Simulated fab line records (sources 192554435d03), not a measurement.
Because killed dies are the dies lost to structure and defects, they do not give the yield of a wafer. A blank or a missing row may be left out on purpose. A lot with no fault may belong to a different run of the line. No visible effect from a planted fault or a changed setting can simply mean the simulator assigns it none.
What tool caused it? + flow n5-finfet + 23 lots, 69 wafers sampled, at 2 steps of a route of 1938

== WHAT EACH GAUGE READ, for each wafer ==
N5_BEOL_M9_RS_MEAS_57: measures by four-point-probe.
| lot  | measured     | on            | M9_RS (ohm/sq)       |
|------|--------------|---------------|----------------------|
| L074 | day 9 18:38  | film-metro-02 | 0.1536 0.1497 0.1541 |
| L075 | day 10 02:41 | film-metro-01 | 0.1532 0.1513 0.1542 |
| L076 | day 10 04:37 | film-metro-01 | 0.1526 0.1525 0.1571 |
| L077 | day 10 10:52 | film-metro-01 | 0.1534 0.1536 0.1547 |
| L078 | day 10 21:49 | film-metro-02 | 0.1511 0.1529 0.1483 |
| L079 | day 11 10:07 | film-metro-01 | 0.1474 0.1517 0.1489 |
| L080 | day 11 10:41 | film-metro-01 | 0.1425 0.1490 0.1480 |
| L082 | day 11 19:08 | film-metro-01 | 0.1490 0.1510 0.1509 |
| L081 | day 11 19:19 | film-metro-01 | 0.1497 0.1532 0.1528 |
| L084 | day 12 03:44 | film-metro-01 | 0.1451 0.1522 0.1501 |
| L083 | day 12 07:59 | film-metro-01 | 0.1462 0.1492 0.1484 |
| L085 | day 12 14:11 | film-metro-01 | 0.1542 0.1478 0.1522 |
| L086 | day 12 21:16 | film-metro-02 | 0.1513 0.1479 0.1483 |
| L087 | day 13 14:10 | film-metro-01 | 0.1541 0.1529 0.1525 |
| L088 | day 13 15:10 | film-metro-02 | 0.1515 0.1500 0.1516 |
| L089 | day 13 23:04 | film-metro-02 | 0.1467 0.1471 0.1471 |
| L091 | day 14 01:13 | film-metro-01 | 0.1463 0.1489 0.1448 |
| L092 | day 14 03:10 | film-metro-02 | 0.1502 0.1530 0.1504 |
| L094 | day 15 00:04 | film-metro-01 | 0.1431 0.1484 0.1511 |
| L093 | day 15 01:07 | film-metro-02 | 0.1498 0.1477 0.1495 |
| L096 | day 15 22:41 | film-metro-02 | 0.1546 0.1495 0.1505 |
| L095 | day 16 00:32 | film-metro-01 | 0.1540 0.1524 0.1489 |
| L097 | day 16 05:46 | film-metro-01 | 0.1521 0.1533 0.1495 |

N5_BEOL_M10_OVL_MEAS_12.
| lot  | measured     | on         | M10_OVL (nm)   |
|------|--------------|------------|----------------|
| L074 | day 9 20:24  | overlay-02 | 1.1 1.2 1.1    |
| L075 | day 10 05:43 | overlay-01 | -0.3 -0.4 -1.3 |
| L076 | day 10 06:56 | overlay-01 | 0.3 0.2 0.7    |
| L077 | day 10 13:26 | overlay-02 | 3.1 0.3 0.8    |
| L078 | day 11 01:40 | overlay-01 | 0.2 0.5 0.5    |
| L079 | day 11 12:23 | overlay-02 | -0.4 0.4 -0.7  |
| L080 | day 11 14:19 | overlay-01 | -0.9 -0.1 -0.8 |
| L082 | day 11 22:03 | overlay-02 | 1.8 0.4 0.7    |
| L081 | day 11 22:13 | overlay-02 | 0.7 0.4 0.3    |
| L084 | day 12 06:20 | overlay-02 | -0.5 -0.1 -1.8 |
| L083 | day 12 09:56 | overlay-01 | -0.4 1.3 -0.1  |
| L085 | day 12 16:02 | overlay-02 | 1.5 1.3 1.1    |
| L086 | day 12 22:34 | overlay-02 | 1.5 -0.1 1.0   |
| L087 | day 13 17:55 | overlay-01 | 1.7 1.0 -0.2   |
| L088 | day 13 17:45 | overlay-02 | 0.2 -0.3 -0.8  |
| L089 | day 14 01:28 | overlay-02 | -0.2 -1.3 -0.5 |
| L091 | day 14 04:41 | overlay-02 | 0.2 0.2 -0.8   |
| L092 | day 14 09:47 | overlay-02 | 0.1 1.0 -0.4   |
| L094 | day 15 01:50 | overlay-02 | -1.7 -0.2 -0.8 |
| L093 | day 15 05:16 | overlay-01 | 0.0 1.7 1.6    |
| L096 | day 16 01:06 | overlay-01 | 0.8 1.7 0.7    |
| L095 | day 16 01:58 | overlay-02 | -2.0 -0.3 0.1  |
| L097 | day 16 08:46 | overlay-02 | 1.0 1.7 -0.6   |

== EACH LOT AND THE TOOL THAT RAN IT (in order: tool; ch and the chambers of the sampled wafers; start) ==
There is no process step in the record ahead of these readings.

== WHAT THE TOOLS THEMSELVES READ (means of the sampled wafers that have a number; where no wafer has one, the mark that the record gives instead) ==
The record holds no such reading with a usual standard deviation.

== THE ANSWER, worked out from the rows above alone ==
Rule: the lots themselves supply what counts as usual. Put in order of their means at a reading, lots are off if they are a third of the lots or fewer, leave a main group of 4 or more, and stand apart from it by a gap of 3 or more times the standard deviation of the main group's means; of several such gaps the widest counts. Not used: any main group whose means are identical at the precision the tables above print for the reading. Also off: a lot with no number at a reading for which 4 or more lots have one. The other lots that the step has rows for count as sound. Order of review: gauges by route order, followed by the tools' own readings, for which a lot's mean as printed above is used. The first step at which some lot is off is used, and at that step the reading that is off furthest; a lot without a number counts as furthest.
Across all readings shown, no lot is off: no conclusion can be drawn from this.

== WHAT HAD BEEN PUT IN BY THE SIMULATOR ==
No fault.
